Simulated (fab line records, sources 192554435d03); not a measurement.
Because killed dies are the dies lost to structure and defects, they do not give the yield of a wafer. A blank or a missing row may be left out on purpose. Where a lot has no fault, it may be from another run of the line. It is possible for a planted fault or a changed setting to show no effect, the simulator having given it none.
Matching of chambers + flow n5-finfet + 4 sister chambers for N5_BEOL_M11_ALD_74 on ald-metal-01
The step deposits TaN, target thk 2 nm, pulse time 2 s, purge time 3 s. 4 wafers are shown with their chamber, then 11 later ones without.

== WAFERS PAIRED WITH THEIR CHAMBERS ==
| wafer  | chamber | heater-power-w (W) |
|--------|---------|--------------------|
| L080.4 | 1       | 450                |
| L084.1 | 2       | 528                |
| L084.6 | 0       | 435                |
| L082.1 | 3       | 452                |

== WAFERS WITHOUT THEIR CHAMBER ==
| wafer  | heater-power-w (W) |
|--------|--------------------|
| L082.3 | 431                |
| L082.5 | 519                |
| L092.1 | 516                |
| L092.3 | 447                |
| L092.4 | 431                |
| L093.3 | 433                |
| L093.5 | 426                |
| L093.6 | 457                |
| L096.1 | 436                |
| L096.2 | 526                |
| L096.4 | 443                |

== EACH ONE'S CHAMBER ==
| wafer  | from the rows above          | in truth                   |
|--------|------------------------------|----------------------------|
| L082.3 | 0                            | 0                          |
| L082.5 | 2                            | 2                          |
| L092.1 | 2                            | 2                          |
| L092.3 | can't be placed: 1 or 3 or 0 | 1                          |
| L092.4 | 0                            | 0                          |
| L093.3 | 0                            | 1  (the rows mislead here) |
| L093.5 | 0                            | 0                          |
| L093.6 | can't be placed: 3 or 1      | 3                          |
| L096.1 | 0                            | 0                          |
| L096.2 | 2                            | 2                          |
| L096.4 | can't be placed: 1 or 0 or 3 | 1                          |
Correctly placed: 7 of 11. Can't be placed from these rows: 3 (the true chamber is among the candidates in 3). 1 placed wrongly.
How it was worked out, from the rows above alone: a wafer's distance from a chamber is the root of the sum, over the readings, of the square of ((its reading less the chamber's mean) divided by the reading's scatter). The wafer belongs to the nearest chamber; if the next one is less than 2 further off, it can't be placed. The mean given for a chamber averages the wafers shown for that chamber. The scatter: with one shown wafer a chamber, the root of the mean of the squares of how far each hidden wafer lies from its nearest shown one.
